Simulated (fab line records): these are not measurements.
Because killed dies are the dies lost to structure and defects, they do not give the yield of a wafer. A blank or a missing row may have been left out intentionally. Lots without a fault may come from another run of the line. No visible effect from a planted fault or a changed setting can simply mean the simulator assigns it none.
Lot-split experiment | flow n5-finfet | route with 1938 steps; 7 lots, 39 wafers read

## THE SPLIT ITSELF
At N5_BEOL_M9_VIA_ETCH_34 (etches SiCOH lowk in C4F6/O2, target depth 182.4 nm, time 68.4 s), the setting target-depth-a was moved away from the recipe's 1824 angstrom on 12 of the 39 wafers read, by -37.4% to +55.9%. The other wafers ran this setting at the recipe's value.

Reading taken at the split's own step.

## THE READING
SOC_of_BEOL_M9_COAT_63.thk-nm (the simulator's own value, which no gauge read), in nm, at N5_BEOL_M9_VIA_ETCH_34 (etches SiCOH lowk in C4F6/O2, target depth 182.4 nm, time 68.4 s). No usual value for it is given in the file. The 27 wafers here that ran the recipe average 51.0 nm, standard deviation 0.21 nm.

wafer  | tool, chamber at the split | target-depth-a as run, angstrom | against the recipe | SOC_of_BEOL_M9_COAT_63.thk-nm, nm | against lot-mates on the recipe
L080.1 | rie-diel-06, 0             | 1141                            | -37.4%             | 54.8                              | +3.6
L080.2 | rie-diel-06, 2             | 1141                            | -37.4%             | 54.6                              | +3.4
L080.3 | rie-diel-06, 1             | 1824                            | recipe             | 51.2                              | -
L080.4 | rie-diel-06, 1             | 1824                            | recipe             | 51.2                              | -
L080.5 | rie-diel-06, 2             | 1141                            | -37.4%             | 54.4                              | +3.2
L080.6 | rie-diel-06, 0             | 1824                            | recipe             | 51.2                              | -
L079.1 | rie-diel-01, 0             | 2270                            | +24.5%             | 48.6                              | -2.3
L079.2 | rie-diel-01, 1             | 1824                            | recipe             | 51                                | -
L079.3 | rie-diel-01, 2             | 2270                            | +24.5%             | 48.8                              | -2.1
L079.4 | rie-diel-01, 2             | 2270                            | +24.5%             | 48.6                              | -2.3
L079.5 | rie-diel-01, 0             | 1824                            | recipe             | 50.8                              | -
L079.6 | rie-diel-01, 1             | 1824                            | recipe             | 51                                | -
L082.1 | rie-diel-01, 0             | 2843                            | +55.9%             | 46.2                              | -5.0
L082.2 | rie-diel-01, 1             | 2843                            | +55.9%             | 46.4                              | -4.8
L082.3 | rie-diel-01, 2             | 1824                            | recipe             | 51.2                              | -
L082.4 | rie-diel-01, 2             | 1824                            | recipe             | 51.2                              | -
L082.5 | rie-diel-01, 1             | 2843                            | +55.9%             | 46.4                              | -4.8
L082.6 | rie-diel-01, 0             | 1824                            | recipe             | 51.2                              | -
L086.1 | rie-diel-02, 2             | 1824                            | recipe             | 51.2                              | -
L086.2 | rie-diel-02, 0             | 1824                            | recipe             | 51.2                              | -
L086.4 | rie-diel-02, 3             | 1824                            | recipe             | 51.4                              | -
L085.1 | rie-diel-02, 2             | 1824                            | recipe             | 50.8                              | -
L085.2 | rie-diel-02, 3             | 1824                            | recipe             | 50.8                              | -
L085.3 | rie-diel-02, 1             | 2533                            | +38.9%             | 47                                | -3.8
L085.4 | rie-diel-02, 0             | 2533                            | +38.9%             | 47                                | -3.8
L085.5 | rie-diel-02, 3             | 1824                            | recipe             | 50.8                              | -
L085.6 | rie-diel-02, 2             | 2533                            | +38.9%             | 47.4                              | -3.4
L090.1 | rie-diel-01, 0             | 1824                            | recipe             | 51.4                              | -
L090.2 | rie-diel-01, 2             | 1824                            | recipe             | 51                                | -
L090.3 | rie-diel-01, 1             | 1824                            | recipe             | 51.2                              | -
L090.4 | rie-diel-01, 3             | 1824                            | recipe             | 50.8                              | -
L090.5 | rie-diel-01, 1             | 1824                            | recipe             | 51.2                              | -
L090.6 | rie-diel-01, 0             | 1824                            | recipe             | 51.2                              | -
L094.1 | rie-diel-02, 1             | 1824                            | recipe             | 50.8                              | -
L094.2 | rie-diel-02, 0             | 1824                            | recipe             | 50.8                              | -
L094.3 | rie-diel-02, 2             | 1824                            | recipe             | 51                                | -
L094.4 | rie-diel-02, 3             | 1824                            | recipe             | 50.8                              | -
L094.5 | rie-diel-02, 1             | 1824                            | recipe             | 50.6                              | -
L094.6 | rie-diel-02, 2             | 1824                            | recipe             | 51                                | -

FIT RESULTS
A straight line over all 39 wafers: SOC_of_BEOL_M9_COAT_63.thk-nm changes by -0.0914 nm for each +1% of target-depth-a; r = -0.99; the points scatter about the line by 0.26 nm.
The same after taking each lot's own level away (the mean of its wafers on the recipe; 39 wafers): -0.09 nm for each +1%; r = -1.00; scatter 0.15 nm.
According to that fit, moving target-depth-a by its largest amount changes the reading by 5 nm.
From 50.80 to 51.27 nm: that is the span of the lots' own levels, equal to 2.2 times the standard deviation above.
The two slopes agree, so the slope changes little with the lot-to-lot level.
Check: for one of the wafers moved furthest among these (+55.9%), held out of the fit, the line's prediction against its lot-mates is -5.04 nm. Against them it came out at -5 nm.

## FURTHER SPLITS ON THESE WAFERS
Before the reading, these wafers also passed through other splits. Each is held against what the fit with the lots' levels taken away leaves over:
other split on the same wafers | wafers away from the commonest value | r with SOC_of_BEOL_M9_COAT_63.thk-nm (lot level and that fit taken away)
N5_BEOL_M3_ETCH_64 time-s      | 12                                   | +0.03
N5_BEOL_M8_ALD_77 ald-cycles   | 15                                   | +0.22

## THE WHOLE CHAIN: every reading that the file lists as answering this split, in the file's order
step                   | what it does                                                     | reading                                                                        | change (the file's fit)              | r (the file's)
N5_BEOL_M9_VIA_ETCH_34 | etches SiCOH lowk in C4F6/O2, target depth 182.4 nm, time 68.4 s | etch.depth-nm (the simulator's own value, which no gauge read)                 | +1.8 nm for each +1% of the setting  | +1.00
N5_BEOL_M9_VIA_ETCH_34 | etches SiCOH lowk in C4F6/O2, target depth 182.4 nm, time 68.4 s | SOC_of_BEOL_M9_COAT_63.thk-nm (the simulator's own value, which no gauge read) | -0.09 nm for each +1% of the setting | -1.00

## THE FILE'S OWN FIT
SOC_of_BEOL_M9_COAT_63.thk-nm changes by -0.09 nm for each +1% of target-depth-a, r = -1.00.
